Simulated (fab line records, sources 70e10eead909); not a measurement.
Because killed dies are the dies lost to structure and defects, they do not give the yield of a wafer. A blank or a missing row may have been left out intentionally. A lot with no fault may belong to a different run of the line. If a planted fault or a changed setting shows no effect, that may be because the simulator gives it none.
Matching of chambers    flow nand harc    rie diel-02 running NHARC_A_STAIRCASE_DESCUM_219: 4 sister chambers
The step chemistry O2, time 3 s. 8 wafers are shown with their chamber, then 8 later ones without.

## WAFERS PAIRED WITH THEIR CHAMBERS
wafer   chamber  showerhead plenum p Torr (Torr)  oes product au (a.u.)
L986.1  2        1.97                             1.001
L986.6  1        2.03                             1.012
L989.3  3        1.89                             1.012
L989.5  0        1.79                             0.981
L995.3  2        1.96                             0.989
L995.5  3        1.88                             1.005
L995.6  0        1.78                             0.977
L996.1  1        2.02                             0.997

## WAFERS WITH NO CHAMBER GIVEN
wafer   showerhead plenum p Torr (Torr)  oes product au (a.u.)
L996.2  1.88                             0.994
L996.6  1.78                             0.986
L998.3  1.78                             1.009
L998.4  1.96                             0.990
L998.6  1.88                             0.996
L997.2  1.78                             0.997
L997.5  1.96                             0.986
L997.6  1.88                             0.986

## EACH ONE'S CHAMBER
wafer   from the rows above  in truth
L996.2  3                    3
L996.6  0                    0
L998.3  0                    0
L998.4  2                    2
L998.6  3                    3
L997.2  0                    0
L997.5  2                    2
L997.6  3                    3
8 of 8 placed correctly. Not placeable from these rows: 0. Wrongly placed: 0.
How it was worked out, from the rows above alone: a wafer's distance from a chamber is the root of the sum, over the readings, of the square of ((its reading less the chamber's mean) divided by the reading's scatter). The wafer belongs to the nearest chamber; if the next one is less than 2 further off, it can't be placed. The mean given for a chamber averages the wafers shown for that chamber. The scatter: the root of (the sum of the squares of (reading less its chamber's mean) over the shown wafers, divided by (wafers less chambers)).
